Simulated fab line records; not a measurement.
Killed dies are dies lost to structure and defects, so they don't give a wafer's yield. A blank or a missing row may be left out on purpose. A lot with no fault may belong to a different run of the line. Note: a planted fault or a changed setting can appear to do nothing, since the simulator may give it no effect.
Struck lot and sound lot, side by side | flow n5Finfet | 15 steps out of a route of 1938
Sound: these wafers, L945.1, L945.4, L945.6. Struck: wafer L958.6 (left out: L958.4, a lot-mate that was not struck); the cause follows at the end.
Each step with rows lists, per side, the tool, then ch with its chambers, then its first start. Under that, the readings that differ: sound wafers | struck wafers | difference of the means | sigmas: that difference in standard deviations of wafers without a fault.
alike: words and numbers the same on both sides, and readings whose means are apart by under 2 such deviations; not compared: readings that were withheld, readings missing a value for some wafer, numbers with overlapping values and no deviation given by the record, and bounds like >300 which may hide the same value.
Wherever a step has rows on one side only, a row that says differs or no value, or a row with sigmas, the two part there. When numbers do not overlap yet have no deviation, they are printed without sigmas and do not part them. A reading missing from all wafers of one side parts the sides only when that side holds two or more wafers.

first, 4 steps without rows for these wafers: N5_BEOL_M1_SOFTBAKE_23 (time 60 s); N5_BEOL_M1_EXPOSE_25 (exposes mask V0, defocus 5 nm, target cd 24 nm); N5_BEOL_M1_PEB_26 (peb time 60 s); N5_BEOL_M1_DEVELOP_27 (develop time 30 s).
N5_BEOL_M1_CD_MEAS_28: target cd y 23.3 nm.
  sound on cdSem-02 ch 0, day 7 04:33; struck on cdSem-02 ch 0, day 10 09:46
  alike: cdNm
N5_BEOL_M1_OVL_MEAS_29:
  sound on overlay-01 ch 0, day 7 04:35; struck on overlay-01 ch 0, day 10 09:48
  alike: V0_OVL
N5_BEOL_M1_INSPECT_30: inspects for defects (brightfield).
  sound: defectInspect-01 at day 7 04:38; struck: defectInspect-02 at day 10 09:51
  alike: rawDefectCount
N5_BEOL_M1_DESCUM_33: chemistry O2, time 7 s.
  sound on rieDiel-06 ch 0,3, day 7 04:40; struck on rieDiel-02 ch 2, day 10 09:53
reading                  | sound       | struck | difference | sigmas
drypumpMotorCurrentA (A) | 5.6 5.6 5.6 | 6.5    | +0.9       | +2
  alike: oesProductAu, rfVppV, showerheadPlenumPTorr, throttleValvePct
  not compared: rfHoursCounterH
N5_BEOL_M1_ETCH_77: etches underlayer in N2/H2, target depth 6.5 nm, time 5.2 s.
  sound on rieDiel-06 ch 0,3, day 7 04:42; struck on rieDiel-02 ch 2, day 10 09:55
reading                  | sound       | struck | difference | sigmas
drypumpMotorCurrentA (A) | 5.6 5.6 5.6 | 6.5    | +0.9       | +2
  alike: etchRfOnTimeS, oesProductAu, rfVppV, showerheadPlenumPTorr, throttleValvePct
  not compared: rfHoursCounterH
N5_BEOL_M1_ETCH_69: etches SiARC in CF4, target depth 15.6 nm, time 26 s.
  sound on rieDiel-06 ch 0,3, day 7 04:43; struck on rieDiel-02 ch 2, day 10 09:56
reading                  | sound       | struck | difference | sigmas
drypumpMotorCurrentA (A) | 5.6 5.6 5.6 | 6.5    | +0.9       | +2
  alike: cf4FlowSccm, etchRfOnTimeS, oesProductAu, rfVppV, showerheadPlenumPTorr, throttleValvePct
  not compared: rfHoursCounterH
N5_BEOL_M1_ALD_98: deposits SiO2, target thk 2.5 nm, pulse time 1 s, co reactant pulse time 1 s.
  sound on aldSin-01 ch 2,3, day 7 04:57; struck on aldSin-02 ch 1, day 10 10:01
  alike: heaterPowerOuterW, heaterPowerW, precursorPulseHeightRel, susceptorTempC
N5_BEOL_M1_ETCHBACK_99: etches SiO2 in CHF3, target depth 5 nm, time 10.4 s.
  sound on rieDiel-04 ch 0,1,2, day 7 05:14; struck on rieDiel-02 ch 3, day 10 12:17
  alike: drypumpMotorCurrentA, oesProductAu, rfVppV, showerheadPlenumPTorr, throttleValvePct
  not compared: rfHoursCounterH
N5_BEOL_M1_ETCH_70: etches SOC in N2/H2, target depth 80 nm, overetch 16 nm, time 120 s.
  sound on rieDiel-04 ch 0,1,2, day 7 05:16; struck on rieDiel-02 ch 3, day 10 12:19
reading                                   | sound             | struck | difference | sigmas
rfVppV (V)                                | 522.3 521.6 523.7 | 529.7  | +7.2       | +3
runLengthS (s)                            | 142.7 143.7 143.1 | 135.0  | -8.2       | -15
model.SiARC_of_BEOL_M1_COAT_68.thkNm (nm) | 6.6 6.2 6.4       | 6.8    | +0.4       | 
  alike: drypumpMotorCurrentA, oesProductAu, showerheadPlenumPTorr, throttleValvePct
  not compared: rfHoursCounterH
then, 1 step without rows for these wafers: N5_BEOL_M1_STRIP_71 (strips in N2/H2).
N5_BEOL_M4_RC_MEAS_101:
  sound on prober-01 ch 0, day 8 22:31; struck on prober-02 ch 0, day 12 02:07
  alike: DIBL_N, DIBL_P, IOFF_N, IOFF_P, ION_N, ION_P, SS_N, SS_P, VT_N, VT_P

## WHERE THEY PART
First at N5_BEOL_M1_DESCUM_33; last, within this record, at N5_BEOL_M1_ETCH_70. Later steps at which nothing parts them and some readings are alike: N5_BEOL_M4_RC_MEAS_101.

WHY: what the simulator had put in
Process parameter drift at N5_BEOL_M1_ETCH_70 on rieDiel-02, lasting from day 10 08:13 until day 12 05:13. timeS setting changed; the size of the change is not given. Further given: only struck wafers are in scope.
